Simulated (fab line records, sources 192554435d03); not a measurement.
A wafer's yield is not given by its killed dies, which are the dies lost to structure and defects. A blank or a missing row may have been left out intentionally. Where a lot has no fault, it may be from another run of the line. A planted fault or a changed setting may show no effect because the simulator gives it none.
Which of the tools did it? | flow n5-finfet | 11 lots, 33 wafers sampled, at 4 steps of a route of 1938

WHAT THE GAUGES SHOWED, per wafer
N5_FIN_CUT_OVL_MEAS_09.
lot  | measured    | on         | FIN_CUT_OVL (nm)
L075 | day 2 07:56 | overlay-02 | -1.2 -0.5 -0.2
L077 | day 2 20:23 | overlay-01 | 0.2 0.6 0.5
L079 | day 3 10:10 | overlay-01 | -1.2 -1.0 -0.9
L081 | day 3 21:19 | overlay-02 | -1.4 -1.0 0.3
L083 | day 4 08:47 | overlay-01 | 0.0 -0.2 -0.5
L085 | day 4 22:00 | overlay-02 | -0.4 -0.7 -0.5
L087 | day 5 10:04 | overlay-02 | -0.5 0.3 -0.5
L089 | day 5 21:40 | overlay-02 | -0.4 -0.7 -0.3
L091 | day 6 10:56 | overlay-02 | -0.9 0.3 -1.1
L093 | day 6 22:07 | overlay-02 | 0.4 0.8 1.3
L096 | day 7 16:20 | overlay-02 | -1.1 -1.7 -0.4

EACH LOT AND THE TOOL THAT RAN IT (in order: tool; ch and the chambers of the sampled wafers; start)
lot  | N5_FIN_SAQP_HM_DEP_72          | N5_FIN_SAQP_RECESS_63             | N5_FIN_SAQP_STRIP_77
L075 | pecvd-01 ch 0,1, day 2 02:41   | vapor-etch-02 ch 0,1, day 2 05:44 | rie-diel-03 ch 0,2,3, day 2 07:01
L077 | pecvd-04 ch 1,2, day 2 15:12   | vapor-etch-01 ch 0,1, day 2 17:55 | rie-diel-01 ch 2, day 2 19:34
L079 | pecvd-04 ch 0,1,2, day 3 03:46 | vapor-etch-01 ch 0,1, day 3 07:32 | rie-diel-05 ch 1,2,3, day 3 09:22
L081 | pecvd-01 ch 0,1,2, day 3 15:40 | vapor-etch-01 ch 0,1, day 3 18:40 | rie-diel-05 ch 1,2, day 3 20:25
L083 | pecvd-04 ch 0,1,2, day 4 03:43 | vapor-etch-01 ch 0,1, day 4 06:27 | rie-diel-01 ch 0,2,3, day 4 08:01
L085 | pecvd-03 ch 0,1,2, day 4 15:42 | vapor-etch-01 ch 0,1, day 4 18:59 | rie-diel-01 ch 1,2, day 4 21:13
L087 | pecvd-03 ch 0,2, day 5 04:33   | vapor-etch-01 ch 0,1, day 5 07:52 | rie-diel-03 ch 0,1,2, day 5 09:16
L089 | pecvd-03 ch 0,2, day 5 15:47   | vapor-etch-02 ch 0,1, day 5 19:11 | rie-diel-05 ch 0,2, day 5 20:53
L091 | pecvd-01 ch 1,2, day 6 04:18   | vapor-etch-02 ch 0,1, day 6 08:31 | rie-diel-03 ch 0,2,3, day 6 10:01
L093 | pecvd-04 ch 0,1, day 6 16:40   | vapor-etch-02 ch 0,1, day 6 19:55 | rie-diel-03 ch 1,2,3, day 6 21:13
L096 | pecvd-01 ch 0,1, day 7 10:44   | vapor-etch-01 ch 0,1, day 7 14:01 | rie-diel-01 ch 2,3, day 7 15:26
- N5_FIN_SAQP_HM_DEP_72: deposits SiO2 from SiH4/N2O, target thk 12 nm, time 7.2 s.
- N5_FIN_SAQP_RECESS_63: chemistry HF/NH3, target SiO2, target depth 18 nm, afs cycles 3, sublimation time 60 s.
- N5_FIN_SAQP_STRIP_77: strips in N2/H2, time 90 s.

THE ANSWER, worked out from the rows above alone
Rule: usual is defined by the lots themselves. The widest of any qualifying gaps counts: lots, ordered by their means at a reading, are off when they make up no more than a third of the lots, leave a main group of 4 or more, and stand apart from it by 3 or more times the standard deviation of that group's means. Not used: any main group whose means are identical at the precision the tables above print for the reading. A lot without any number at a reading at which 4 lots or more have one is off too. Where the step has rows for the other lots, those lots are counted as sound.
No lot is off on any of the readings shown, so nothing can be concluded from this.

WHAT THE SIMULATOR PUT IN
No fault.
